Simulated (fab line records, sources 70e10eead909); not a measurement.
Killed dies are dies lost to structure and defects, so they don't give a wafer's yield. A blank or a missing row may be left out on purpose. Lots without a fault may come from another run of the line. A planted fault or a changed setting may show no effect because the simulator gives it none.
fab line records | flow nand_harc
record lots=7 wafers=21 last_day=33
route steps=1302 shown P_CONTACT@218
lots that met no fault: from a run of the same line without faults
start_h: hours from the record's first day to the start of the lot's first wafer shown | wait_h: hours since the lot's step before | " the same as in the row above | L1.1+2: a row that stands for several wafers | - no value, or no start given | * or withheld: withheld | < > ~ a bound
route shown NAME@n: a module of which the file shows steps, and the number in the route of the first | usual: mean/standard deviation of fault-free wafers | same: alike in all rows | chamber/n: place in a boat | sites: the reading at each site | _std_site: their standard deviation | _edge_site: outer sites' mean less inner sites' | radius_mm: how far each site lies from the wafer's centre | mask NAME#n: copy n | behind: the tool/chamber that last shaped the wafer | hold: why the lot was held/for how many hours/how that ended | device: the transistor (n, p or np) that didn't switch | end of line: the same wafers' tests at the end of the route | a step without rows: its recipe alone | killed: dies lost to structure and defects at the first sort, not the wafer's yield | map: a wafer's dies, x killed, . not, _ none there
set.NAME: the setting as run; set.NAME@STEP: as run at that earlier step | model.NAME: the simulator's own value behind a step, which no gauge read
lots at some steps of the route; a table a step, a row a wafer
services: from which hour (start_h, from the record's first day; less than 0 if before it) a tool's chamber was out of use, for how many hours, and why
## steps
# step NHARC_P_CONTACT_DEP_00
# recipe target_thk_a=5000 temp_c=400 pressure_torr=6.5 rf_w=900 teos_flow_sccm=161.4 flow_sccm=2650 target_thk_nm=500 gas=O2 material=SiO2
# usual heater_power_outer_w=334/60 heater_power_w=605/90 showerhead_vpp_V=1836/66 throttle_valve_pct=15.9/0.62
# columns lot.wafer tool chamber start_h wait_h heater_power_outer_w heater_power_w showerhead_vpp_V throttle_valve_pct
L856.1 pecvd-04 2 135.51 0.3 369 628 1854 14.9
L856.3 " 0 " " 382 696 1830 16.0
L856.6 " 0 " " 400 729 1790 15.4
L857.2 pecvd-04 2 - - 300 518 1827 14.9
L857.4 " 2 " " 320 556 1816 15.0
L857.6 " 1 " " 238 520 1792 16.6
L858.3 pecvd-03 2 - - 314 548 1789 15.8
L858.4 " 2 " " 213 394 1788 15.7
L858.6 " 0 " " 388 673 1860 16.1
L871.3 pecvd-04 0 - - 291 563 1813 15.6
L871.2 " 1 " " 259 537 1780 16.3
L871.4 " 1 " " 280 565 1768 16.4
L872.2 pecvd-01 2 - - 326 530 1844 16.0
L872.3 " 0 " " 338 658 1976 16.9
L872.4 " 1 " " 450 799 1784 16.8
L876.2 pecvd-04 1 - - 272 569 1807 16.2
L876.4 " 0 " " 365 678 1802 15.8
L876.5 " 1 " " 280 582 1756 16.3
L877.3 pecvd-04 0 - - 330 642 1829 16.0
L877.4 " 1 " " 281 569 1743 16.4
L877.5 " 2 " " 413 674 1819 15.3
# step NHARC_P_CONTACT_CMP_01
# recipe target_thk_nm=200 material=SiO2
# usual edge_zone_pressure_frac=0.999/0.0049 motor_current_A=12.1/1
# columns lot.wafer tool chamber start_h wait_h edge_zone_pressure_frac motor_current_A
L856.1 cmp-01 0 136.10 0.5 0.996 10.8
L856.3 " 1 " " 1.000 11.4
L856.6 " 2 " " 0.993 12.9
L857.4 cmp-01 1 142.55 - 1.000 10.7
L857.2 " 2 " " 1.002 13.3
L857.6 " 0 " " 0.998 11.4
L858.4 cmp-04 3 155.72 - 0.995 11.6
L858.3 " 1 " " 1.007 12.8
L858.6 " 3 " " 1.000 11.4
L871.3 cmp-02 0 286.44 - 1.005 11.3
L871.4 " 1 " " 0.999 12.4
L871.2 " 3 " " 1.002 11.8
L872.2 cmp-01 3 292.37 - 0.986 12.7
L872.4 " 1 " " 1.009 10.9
L872.3 " 2 " " 1.005 13.2
L876.4 cmp-01 1 343.48 - 0.999 11.0
L876.2 " 2 " " 0.998 12.5
L876.5 " 3 " " 0.989 12.1
L877.3 cmp-02 1 349.30 - 1.003 12.7
L877.4 " 2 " " 0.992 11.1
L877.5 " 0 " " 1.003 10.3
# step NHARC_P_CONTACT_SRD_03
# step NHARC_P_CONTACT_DEHYDRATE_04
# recipe temp_c=150 time_s=120
# step NHARC_P_CONTACT_HMDS_05
# recipe time_s=30
# step NHARC_P_CONTACT_COAT_33
# recipe temp_c=260 time_s=75
# step NHARC_P_CONTACT_COAT_34
# recipe temp_c=225 time_s=65
# step NHARC_P_CONTACT_COAT_06
# recipe spin_rpm=1500 resist_thk_nm=90
# step NHARC_P_CONTACT_SOFTBAKE_07
# recipe temp_c=105 time_s=55
# step NHARC_P_CONTACT_EBR_08
# step NHARC_P_CONTACT_EXPOSE_09
# recipe na=1.35 target_cd_nm=90 dose_mj=81.26 mask_id=P_CA
# step NHARC_P_CONTACT_PEB_10
# recipe peb_temp_c=100 peb_time_s=65
# usual chill_plate_temp_C=23.00/0.12 exhaust_pa=45.0/0.89
# columns lot.wafer tool chamber start_h wait_h chill_plate_temp_C exhaust_pa
L856.1 litho_track-01 - 136.68 0.1 - -
L856.3 " - " " - -
L856.6 " - " " - -
L857.2 litho_track-04 - 143.15 0.1 - -
L857.4 " - " " - -
L857.6 " - " " - -
L858.3 litho_track-06 - 156.35 0.0 - -
L858.4 " - " " - -
L858.6 " - " " - -
L871.2 litho_track-06 0 287.19 0.1 22.81 46.6
L871.3 " 0 " " 22.91 45.0
L871.4 " 0 " " 22.85 46.1
L872.2 litho_track-01 0 293.12 0.1 23.11 45.6
L872.3 " 0 " " 23.19 44.8
L872.4 " 0 " " 23.24 46.4
L876.2 litho_track-01 0 344.06 0.1 22.91 43.1
L876.4 " 0 " " 22.74 44.6
L876.5 " 0 " " 23.00 44.4
L877.3 litho_track-01 0 349.88 0.0 22.96 45.9
L877.4 " 0 " " 23.01 46.2
L877.5 " 0 " " 23.17 46.0
# step NHARC_P_CONTACT_DEVELOP_11
# recipe develop_time_s=35 dev_temp_c=23
## services
# columns tool chamber start_h hours kind
cmp-01 - 113.95 5.9 repair
pecvd-03 1 117.70 6.1 repair
pecvd-04 2 126.83 2.4 repair
cmp-02 - 127.11 0.5 repair
pecvd-01 - 130.00 13.0 pm
pecvd-04 1 133.09 7.7 repair
cmp-02 - 135.10 4.0 pm
litho_track-01 - 155.00 7.0 pm
cmp-02 - 175.77 1.1 repair
litho_track-06 - 179.00 7.0 pm
cmp-01 - 183.76 0.3 repair
cmp-01 - 204.01 4.0 pm
cmp-02 - 233.10 4.0 pm
cmp-01 - 234.56 4.3 repair
pecvd-04 1 261.40 6.8 repair
pecvd-04 - 269.37 13.0 pm
cmp-01 - 271.89 3.2 repair
cmp-01 - 302.01 4.0 pm
cmp-01 - 307.10 0.5 repair
litho_track-01 - 330.00 7.0 pm
cmp-02 - 331.10 4.0 pm
cmp-01 - 331.24 2.5 repair
cmp-02 - 339.84 4.4 repair
cmp-02 - 347.88 0.9 repair
## key
first_sign step=NHARC_P_CONTACT_PEB_10 reading=tool_record direction=missing
effect none on later readings
met_at NHARC_P_CONTACT_PEB_10
struck_wafers L856.1,L856.3,L856.6,L857.2,L857.4,L857.6,L858.3,L858.4,L858.6
later_rows_left_out L856.1,L856.3,L856.6,L857.2,L857.4,L857.6,L858.3,L858.4,L858.6
sort_left_out L856.1,L856.3,L856.6,L857.2,L857.4,L857.6,L858.3,L858.4,L858.6
tester_left_out L856,L857,L858
fault kind=skipped_step_whole tool=litho_track-01,litho_track-04,litho_track-06 chamber=- onset_h=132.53 steps=NHARC_P_CONTACT_PEB_10 scope=struck_lots_only
# tester_left_out: of these lots the tester's yield and bins aren't shown, on N5 and GAA mostly nor the transistor test; their killed dies are dies lost to structure and defects alone, not to doping, threshold or leakage, so they don't give the yield
# sort_left_out: the simulated sort isn't trusted on such a fault, so these wafers' sort isn't shown, and their yield isn't known
# later_rows_left_out: the simulator's readings of these wafers behind a module that went badly wrong aren't trusted and aren't shown, but for the sort
